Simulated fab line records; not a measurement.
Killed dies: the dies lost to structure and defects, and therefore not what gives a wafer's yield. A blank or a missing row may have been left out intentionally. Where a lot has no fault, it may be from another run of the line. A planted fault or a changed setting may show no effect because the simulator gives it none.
fab line records	flow n5Finfet
[record] lots = 5	wafers = 15	lastDay = 18
route steps=1938 shown FIN_SAQP@104 BEOL_M4@1111 PASSIVATION@1936
lots that met no fault: taken from a fault-free run of the same line
startH: hours from the record's opening day to when the first of the lot's shown wafers began	waitH: hours elapsed since this lot's preceding step	" repeats the value in the row above	L1.1+2: a single row standing in for several wafers	- no value present, or no start provided	* or withheld: withheld	< > ~ a bound
route shown NAME@n: a module of which the file shows steps, and the number in the route of the first	usual: mean and standard deviation over wafers with no fault	same: alike in all rows	chamber/n: place in a boat	sites: each site's reading	_std_site: the values' standard deviation	_edge_site: mean of outer sites minus mean of inner sites	radiusMm: for every site, how far away it sits from the centre of the wafer	mask NAME#n: copy n	behind: the last tool/chamber to shape the wafer	hold: why the lot was held/for how many hours/how that ended	device: transistor that didn't switch, given as n, p or np	end of line: at the end of the route, the tests of the same wafers	where a step has no rows: the recipe by itself	killed: dies lost to structure and defects at the first sort, not the wafer's yield	map: dies across one wafer; x = killed, . = not, _ = none there
set.NAME: the setting as run; set.NAME@STEP: as run at that earlier step	model.NAME: the simulator's own value behind a step, which no gauge read
lots at selected steps of the route; one table per step, one row per wafer
services: the hour from which a tool's chamber was out of use, counted from the record's first day as startH (under 0 if before that day), plus the number of hours and why
[[steps]]
[step N5_FIN_SAQP_COAT_50]
[recipe] resist = SiARC	tempC = 220	timeS = 60	spinRpm = 1500	resistThkNm = 35
[step N5_FIN_SAQP_COAT_10]
[recipe] resist = CAR-ArF	spinRpm = 1500	resistThkNm = 90
[step N5_FIN_SAQP_EBR_12]
[recipe] solvent = PGMEA	ebrWidthMm = 1.5
[step N5_FIN_SAQP_SOFTBAKE_11]
[recipe] tempC = 110	timeS = 60	resist = CAR-ArF
[step N5_FIN_SAQP_EXPOSE_13]
[recipe] maskId = FIN_CORE	na = 1.35	sourceShape = dipole	sigmaInner = 0.538	sigmaOuter = 0.738	polarization = te	targetCdNm = 35.6	doseMj = 63.25
[step N5_FIN_SAQP_PEB_14]
[recipe] pebTempC = withheld	pebTimeS = 60	resist = CAR-ArF
[step N5_FIN_SAQP_DEVELOP_15]
[recipe] developTimeS = 30	developer = TMAH	resist = CAR-ArF	devTempC = 23	rinseLiquid = diw	dry = airSpin
[step N5_FIN_SAQP_CD_MEAS_16]
[recipe] targetCdNm = 35.6	landingEnergyEv = 500	detector = seInlens
[usual] cdNm = 35.51/0.26
lot.wafer	tool	chamber	startH	waitH	cdNm
L427.1	cdSem-02	0	57.21	-	35.24
L427.3	"	0	"	"	35.45
L427.4	"	0	"	"	35.16
L428.4	cdSem-01	0	65.22	-	35.29
L428.5	"	0	"	"	35.61
L428.6	"	0	"	"	35.40
L430.1	cdSem-01	0	76.34	-	35.42
L430.3	"	0	"	"	35.83
L430.4	"	0	"	"	35.35
L438.1	cdSem-03	0	124.49	-	35.42
L438.2	"	0	"	"	35.68
L438.5	"	0	"	"	35.65
L443.2	cdSem-03	0	153.55	-	35.66
L443.5	"	0	"	"	35.36
L443.6	"	0	"	"	35.22
[step N5_FIN_SAQP_OVL_MEAS_17]
[recipe] pointsPerWafer = 44
[usual] FIN_CORE_OVL = 0.3/0.82
lot.wafer	tool	chamber	startH	waitH	FIN_CORE_OVL[nm]
L427.1	overlay-01	0	57.25	0.0	0.8
L427.3	"	0	"	"	0.3
L427.4	"	0	"	"	0.7
L428.4	overlay-01	0	65.25	0.0	-1.0
L428.5	"	0	"	"	0.6
L428.6	"	0	"	"	0.6
L430.1	overlay-01	0	76.38	0.0	0.3
L430.3	"	0	"	"	0.3
L430.4	"	0	"	"	-0.4
L438.1	overlay-02	0	124.53	0.0	-1.0
L438.2	"	0	"	"	0.4
L438.5	"	0	"	"	1.1
L443.2	overlay-01	0	153.59	0.0	0.4
L443.5	"	0	"	"	0.7
L443.6	"	0	"	"	0.6
[step N5_FIN_SAQP_INSPECT_18]
[recipe] mode = adi	inspectInstrument = brightfield
[usual] rawDefectCount = 462/130
lot.wafer	tool	chamber	startH	waitH	rawDefectCount
L427.1	defectInspect-01	-	57.27	0.0	282
L427.3	"	-	"	"	326
L427.4	"	-	"	"	198
L428.4	defectInspect-02	-	65.28	0.0	549
L428.5	"	-	"	"	573
L428.6	"	-	"	"	810
L430.1	defectInspect-01	-	76.41	0.0	329
L430.3	"	-	"	"	282
L430.4	"	-	"	"	415
L438.1	defectInspect-02	-	124.55	0.0	464
L438.2	"	-	"	"	526
L438.5	"	-	"	"	488
L443.2	defectInspect-02	-	153.61	0.0	415
L443.5	"	-	"	"	695
L443.6	"	-	"	"	407
[step N5_FIN_SAQP_DESCUM_21]
[recipe] chemistry = O2	timeS = 7.9	sourcePowerW = 50	biasPowerW = 20	pressureMtorr = 20	rfFrequencyHz = 2.712e+07	tempC = 40	resist = CAR-ArF	o2FlowSccm = 225
[usual] drypumpMotorCurrentA = 5.7/0.48	oesProductAu = 0.77/0.071	rfVppV = 243.5/1.5	showerheadPlenumPTorr = 2.11/0.081	throttleValvePct = 20.45/0.21
lot.wafer	tool	chamber	startH	waitH	drypumpMotorCurrentA	oesProductAu	rfHoursCounterH	rfVppV	showerheadPlenumPTorr	throttleValvePct
L427.1	rieDiel-02	3	58.01	0.7	5.8	0.79	91	240.8	2.03	20.18
L427.3	"	1	"	"	6.5	0.75	175	243.8	2.17	20.45
L427.4	"	2	"	"	6.1	0.84	64	246.0	2.22	20.25
L428.4	rieDiel-02	2	65.31	0.0	6.1	0.83	67	245.6	2.22	20.26
L428.5	"	2	"	"	6.1	0.83	-	242.9	2.22	20.26
L428.6	"	3	"	"	5.9	0.79	-	240.8	2.03	20.17
L430.1	rieDiel-02	0	76.44	0.0	5.5	0.70	221	242.1	1.98	20.35
L430.3	"	2	"	"	6.1	0.84	71	243.5	2.22	20.28
L430.4	"	3	"	"	5.9	0.79	99	241.5	2.02	20.18
L438.1	rieDiel-01	3	124.59	0.0	6.2	0.80	110	244.0	2.20	20.38
L438.2	"	1	"	"	5.5	0.90	30	245.2	2.21	20.10
L438.5	"	3	"	"	6.2	0.80	-	243.5	2.20	20.38
L443.2	rieDiel-02	0	154.24	0.6	5.5	0.69	245	240.6	1.97	20.41
L443.5	"	2	"	"	6.1	0.79	-	243.5	2.21	20.29
L443.6	"	1	"	"	6.5	0.71	-	241.9	2.16	20.49
[step N5_FIN_SAQP_ETCH_51]
[recipe] chemistry = CF4	target = SiARC	targetDepthA = 455	maskMaterial = CAR-ArF	timeS = 75.8	ionEnergyEv = 80	pressureMtorr = 40	sourceW = 545	biasW = 36	Ar_flow_sccm = 100	cf4FlowSccm = 100	ends = cleared
[usual] biasW = 36.00/0.094	drypumpMotorCurrentA = 5.8/0.48	etchRfOnTimeS = 75.6/0.99	mfcArSccm = 100.0/0.3	oesProductAu = 0.66/0.06	rfFwdPowerW = 540.0/2.3	rfVppV = 184.3/1.1	showerheadPlenumPTorr = 2.16/0.076	throttleValvePct = 15.66/0.21
lot.wafer	tool	chamber	startH	waitH	biasW	drypumpMotorCurrentA	etchRfOnTimeS	mfcArSccm	oesProductAu	rfFwdPowerW	rfHoursCounterH	rfVppV	showerheadPlenumPTorr	throttleValvePct
L427.1	rieDiel-02	3	58.04	0.0	36.05	5.9	75.5	99.7	0.67	544.2	91	181.8	2.08	15.38
L427.3	"	1	"	"	36.14	6.5	74.3	99.7	0.63	540.0	175	185.8	2.21	15.62
L427.4	"	2	"	"	35.94	6.1	73.7	99.9	0.72	540.8	64	186.5	2.26	15.37
L428.4	rieDiel-02	2	65.35	0.0	35.86	6.1	74.5	99.6	0.71	538.9	67	185.7	2.26	15.37
L428.5	"	2	"	"	36.01	6.1	74.9	99.6	0.71	540.6	-	185.4	2.26	15.36
L428.6	"	3	"	"	35.90	5.9	76.3	99.8	0.68	540.1	-	183.9	2.08	15.38
L430.1	rieDiel-02	0	76.48	0.0	35.86	5.5	76.4	100.5	0.60	540.2	221	183.8	2.03	15.62
L430.3	"	2	"	"	36.14	6.1	74.5	100.2	0.71	540.5	71	185.7	2.26	15.38
L430.4	"	3	"	"	36.00	5.9	76.1	100.7	0.66	541.9	99	183.2	2.08	15.38
L438.1	rieDiel-01	3	124.62	0.0	36.04	6.2	75.6	100.3	0.67	540.8	110	185.0	2.24	15.56
L438.2	"	1	"	"	35.93	5.6	76.0	100.1	0.76	541.5	30	184.8	2.27	15.33
L438.5	"	3	"	"	35.92	6.2	76.2	100.0	0.68	539.3	-	184.4	2.24	15.57
L443.2	rieDiel-02	0	154.27	0.0	36.07	5.5	76.8	100.3	0.59	542.3	245	183.2	2.02	15.67
L443.5	"	2	"	"	36.01	6.1	74.2	100.1	0.68	539.3	-	185.3	2.25	15.45
L443.6	"	1	"	"	35.96	6.5	75.1	100.2	0.61	542.7	-	184.0	2.20	15.70
[step N5_FIN_SAQP_ETCH_52]
[recipe] chemistry = N2/H2	target = SOC	targetDepthA = 1000	overetchA = 200	maskMaterial = SiARC	tempC = 40	timeS = 150	ionEnergyEv = 200	pressureMtorr = 30	sourceW = 840	biasW = 150	n2FlowSccm = 200	h2FlowSccm = 200	ends = endPoint
[usual] biasW = 150.1/0.52	drypumpMotorCurrentA = 5.8/0.48	oesProductAu = 0.69/0.06	rfFwdPowerW = 836.4/2.6	rfVppV = 524.6/2.7	showerheadPlenumPTorr = 2.57/0.097	throttleValvePct = 17.89/0.24
lot.wafer	tool	chamber	startH	waitH	biasW	drypumpMotorCurrentA	oesProductAu	rfFwdPowerW	rfHoursCounterH	rfVppV	showerheadPlenumPTorr	throttleValvePct	model.etch.depthNm	model.SiARC_of_FIN_SAQP_COAT_50.thkNm
L427.1	rieDiel-02	3	58.10	0.0	149.9	5.9	0.71	834.5	91	521.7	2.46	17.53	99.63	28.86
L427.3	"	1	"	"	149.7	6.5	0.66	835.2	175	527.5	2.65	17.93	99.57	29.07
L427.4	"	2	"	"	149.9	6.1	0.73	838.7	64	528.5	2.68	17.60	99.57	28.83
L428.4	rieDiel-02	2	65.40	0.0	149.8	6.1	0.74	838.6	67	525.9	2.68	17.60	100.1	28.93
L428.5	"	2	"	"	149.5	6.1	0.74	836.8	-	528.5	2.68	17.61	99.8	29.02
L428.6	"	3	"	"	150.6	5.9	0.70	838.2	-	522.9	2.46	17.54	99.77	29.24
L430.1	rieDiel-02	0	76.53	0.0	150.3	5.5	0.61	636.0	221	569.3	2.41	17.84	93.92	30.05
L430.3	"	2	"	"	150.0	6.1	0.72	833.5	71	528.0	2.68	17.61	99.78	28.92
L430.4	"	3	"	"	150.4	5.9	0.70	837.5	99	522.2	2.46	17.55	99.71	28.96
L438.1	rieDiel-01	3	124.68	0.0	150.7	6.2	0.70	837.4	110	527.2	2.67	17.80	99.77	29.2
L438.2	"	1	"	"	150.5	5.6	0.79	836.5	30	528.3	2.70	17.55	99.76	29.18
L438.5	"	3	"	"	151.2	6.2	0.70	839.8	-	527.6	2.67	17.81	99.92	29.29
L443.2	rieDiel-02	0	154.33	0.0	149.9	5.5	0.62	838.5	245	520.0	2.40	17.88	99.87	29.37
L443.5	"	2	"	"	150.8	6.1	0.71	837.9	-	528.1	2.67	17.65	99.96	29.25
L443.6	"	1	"	"	149.6	6.5	0.63	842.0	-	525.4	2.63	17.98	100.3	29.33
[step N5_FIN_SAQP_STRIP_53]
[recipe] chemistry = N2/H2	tempC = 40	n2FlowSccm = 200	h2FlowSccm = 200	rfFrequencyHz = 6e+07
[step N5_FIN_SAQP_HM_OPEN_73]
[recipe] chemistry = CHF3/O2	target = SiO2	stopOn = a-Si	targetDepthA = 120	overEtchFrac = 1.8	maskMaterial = SOC	timeS = 16.8	pressureMtorr = 30	sourceW = 650	biasW = 170	Ar_flow_sccm = 200	CHF3_flow_sccm = 50	O2_flow_sccm = 5	ionEnergyEv = 200	ends = endPoint
[usual] biasW = 170.0/0.5	drypumpMotorCurrentA = 5.8/0.48	mfcArSccm = 200.0/0.66	oesProductAu = 0.46/0.041	rfVppV = 522/4.3	showerheadPlenumPTorr = 2.43/0.085	throttleValvePct = 18.88/0.2
lot.wafer	tool	chamber	startH	waitH	biasW	drypumpMotorCurrentA	mfcArSccm	oesProductAu	rfHoursCounterH	rfVppV	showerheadPlenumPTorr	throttleValvePct	model.SiARC_of_FIN_SAQP_COAT_50.thkNm
L427.1	rieDiel-02	3	58.21	0.0	169.4	5.8	200.5	0.48	92	528	2.34	18.61	4.28
L427.3	"	1	"	"	170.5	6.5	200.5	0.44	175	519	2.49	18.82	4.872
L427.4	"	2	"	"	170.7	6.1	198.7	0.49	64	525	2.55	18.60	4.398
L428.4	rieDiel-02	2	65.51	0.0	170.6	6.1	200.4	0.49	67	525	2.55	18.62	4.587
L428.5	"	2	"	"	169.8	6.1	200.3	0.50	-	527	2.55	18.63	4.791
L428.6	"	3	"	"	170.0	5.9	200.3	0.47	-	526	2.34	18.62	4.927
L430.1	rieDiel-02	0	76.64	0.0	170.6	5.5	200.3	0.42	221	516	2.29	18.80	6.478
L430.3	"	2	"	"	169.9	6.1	200.4	0.49	71	526	2.54	18.63	4.987
L430.4	"	3	"	"	170.2	5.9	199.9	0.47	99	525	2.34	18.62	4.914
L438.1	rieDiel-01	3	124.79	0.0	169.9	6.2	200.9	0.47	111	529	2.52	18.76	5.279
L438.2	"	1	"	"	169.5	5.6	199.1	0.53	30	530	2.55	18.57	5.153
L438.5	"	3	"	"	169.5	6.2	200.1	0.47	-	528	2.52	18.75	5.393
L443.2	rieDiel-02	0	154.44	0.0	170.4	5.5	199.5	0.41	245	518	2.28	18.86	5.657
L443.5	"	2	"	"	170.2	6.1	200.1	0.47	-	527	2.53	18.69	5.249
L443.6	"	1	"	"	170.2	6.5	198.6	0.43	-	518	2.48	18.88	5.68
[step N5_FIN_SAQP_STRIP_74]
[recipe] chemistry = CHF3/O2	resist = SiARC	rfFrequencyHz = 6e+07
[step N5_BEOL_M4_RC_MEAS_101]
[usual] DIBL_N = 36.5/1.4	DIBL_P = 36.6/1.6	IOFF_N = 0.160/0.024	IOFF_P = 0.217/0.029	ION_N = 674/8.7	ION_P = 464/6.5	SS_N = 71.6/0.47	SS_P = 73.4/0.57	VT_N = 250.0/2.5	VT_P = -250/3.1
lot.wafer	tool	chamber	startH	waitH	DIBL_N[mV/V]	DIBL_P[mV/V]	IOFF_N[nA/um]	IOFF_P[nA/um]	ION_N[uA/um]	ION_P[uA/um]	SS_N[mV/dec]	SS_P[mV/dec]	VT_N[mV]	VT_P[mV]
L427.1	prober-01	0	212.81	0.0	38.4	38.6	0.199	0.267	691	474	71.7	73.6	247.0	-245
L427.3	"	0	"	"	35.3	34.4	0.143	0.201	674	467	71.5	72.9	249.6	-248
L427.4	"	0	"	"	37.0	36.6	0.163	0.229	667	465	71.8	73.7	250.6	-246
L428.4	prober-01	0	216.48	0.5	38.5	37.2	0.182	0.244	677	469	72.0	73.7	246.1	-248
L428.5	"	0	"	"	38.2	38.1	0.179	0.262	672	468	72.0	73.8	250.8	-248
L428.6	"	0	"	"	34.9	32.6	0.116	0.173	658	464	71.0	72.9	254.1	-251
L430.1	prober-02	0	233.87	0.0	36.0	33.3	0.136	0.197	669	465	71.3	72.4	251.6	-248
L430.3	"	0	"	"	38.4	36.2	0.192	0.230	677	463	71.5	73.5	246.7	-247
L430.4	"	0	"	"	35.9	33.6	0.137	0.186	667	459	71.5	72.3	248.8	-251
L438.1	prober-02	0	270.15	0.0	37.9	37.6	0.159	0.218	668	463	71.7	73.2	252.3	-251
L438.2	"	0	"	"	37.6	37.4	0.159	0.213	669	464	71.7	73.4	252.0	-251
L438.5	"	0	"	"	36.2	36.4	0.139	0.197	663	458	71.4	73.1	249.7	-250
L443.2	prober-01	0	301.30	0.2	35.7	38.0	0.155	0.196	675	458	72.1	73.3	251.8	-252
L443.5	"	0	"	"	35.5	38.1	0.153	0.204	680	462	71.6	73.2	251.5	-252
L443.6	"	0	"	"	37.5	41.2	0.203	0.257	684	467	71.7	73.7	249.2	-248
[step N5_PASSIVATION_PROBE_49]
[usual] defectLimitedYield = 91.2/1.4	killed_at_M0_to_M3 = 34/9.4	killed_at_M4_up = 13/5.8	killedAtContacts = 13/6.4	killedAtFrontEnd = 41/11	killedAtOther = 3.1/2.3	killedDies = 103/16	killedOpen = 69/12	killedShort = 33/7.8	sort_bin_5_function = 5.1/0.91	sort_bin_6_memory = 3.3/0.63	sortNPass = 1077/16	sortYieldPct = 91.2/1.4
[same] grossDies = 1180	killedAtBackSide = 0	sort_bin_4_leakage[%] = 0	sort_bin_8_speed[%] = 0
lot.wafer	tool	chamber	startH	waitH	defectLimitedYield[%]	killed_at_M0_to_M3	killed_at_M4_up	killedAtContacts	killedAtFrontEnd	killedAtOther	killedDies	killedOpen	killedShort	sort_bin_5_function[%]	sort_bin_6_memory[%]	sortNPass	sortYieldPct[%]
L430.1	prober-01	-	331.16	0.0	92.0	33	15	12	33	1	94	47	43	4.7	3.0	1086	92.0
// killed by level:class
L430.1 BEOL_M4:geometricParticle:open=11 BEOL_M0_SAQP:geometricParticle:short=9 BEOL_M0_SAQP:geometricParticle:open=9 MOL_CONTACT_COAG:geometricParticle:open=8 FIN_SAQP:geometricParticle:short=6 GATE_CUT:geometricParticle:short=6 BEOL_M1:geometricParticle:short=4 BEOL_M1:geometricParticle:open=4
[[services]]
tool	chamber	startH	hours	kind
rieDiel-01	1	64.71	3.8	repair
[[key]]
[firstSign] step = N5_FIN_SAQP_ETCH_52	reading = rfFwdPowerW	direction = down	sigmas = 78	usual = *	struck = *
[effect] step = N5_FIN_SAQP_ETCH_52	reading = rfVppV	direction = up	sigmas = 16	usual = 524.6	struck = 569.3
[modelEffect] step = N5_FIN_SAQP_ETCH_52	value = etch.depthNm	without = 99.65	struck = 93.92
[modelEffect] step = N5_FIN_SAQP_HM_OPEN_73	value = SiARC_of_FIN_SAQP_COAT_50.thkNm	without = 5.644	struck = 6.478
metAt N5_FIN_SAQP_ETCH_52
struckWafers L430.1
[fault] kind = processParameterDrift	tool = rieDiel-02	chamber = 0	onsetH = 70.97	steps = N5_FIN_SAQP_ETCH_52	channel = sourceW	offset = -201.6	shape = step	endH = 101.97	actsIn = theseRecipesOnly	stated = 840
